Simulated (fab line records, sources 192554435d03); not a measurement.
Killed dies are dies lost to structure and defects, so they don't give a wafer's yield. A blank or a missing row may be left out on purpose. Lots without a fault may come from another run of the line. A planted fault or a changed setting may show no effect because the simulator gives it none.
Chamber matching | flow n5_finfet | N5_MOL_CONTACT_COAG_ALD_27 on ald_sin-01: 4 sister chambers
The step deposits SiOC, target thk 17 nm, pulse time 1.5 s, time 2720 s. 8 wafers are shown with their chamber, then 7 later ones without.

WAFERS WITH THEIR CHAMBER
wafer  | chamber | heater_power_w (W) | precursor_pulse_height_rel
L080.2 | 2       | 813                | 0.995
L080.5 | 2       | 785                | 1.020
L082.5 | 3       | 835                | 0.989
L086.1 | 3       | 831                | 0.999
L086.3 | 0       | 822                | 0.997
L086.4 | 1       | 871                | 1.001
L093.1 | 1       | 883                | 0.975
L093.4 | 0       | 835                | 0.970

WAFERS WITHOUT THEIR CHAMBER
wafer  | heater_power_w (W) | precursor_pulse_height_rel
L093.6 | 837                | 1.011
L094.1 | 804                | 1.007
L094.5 | 885                | 0.995
L094.6 | 843                | 0.995
L095.3 | 819                | 1.000
L095.5 | 892                | 0.984
L095.6 | 794                | 1.009

WHICH CHAMBER EACH WENT THROUGH
wafer  | from the rows above          | in truth
L093.6 | can't be placed: 3 or 0      | 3
L094.1 | 2                            | 2
L094.5 | 1                            | 1
L094.6 | can't be placed: 3 or 0      | 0
L095.3 | can't be placed: 3 or 0 or 2 | 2
L095.5 | 1                            | 1
L095.6 | 2                            | 2
Placed correctly: 4 of 7. Can't be placed from these rows: 3 (the true chamber is among the candidates in 3). Placed wrongly: 0.
How it was worked out, from the rows above alone: a wafer's distance from a chamber is the root of the sum, over the readings, of the square of ((its reading less the chamber's mean) divided by the reading's scatter). The wafer belongs to the nearest chamber; if the next one is less than 2 further off, it can't be placed. A chamber's mean is the mean of its shown wafers. The scatter: the root of (the sum of the squares of (reading less its chamber's mean) over the shown wafers, divided by (wafers less chambers)).
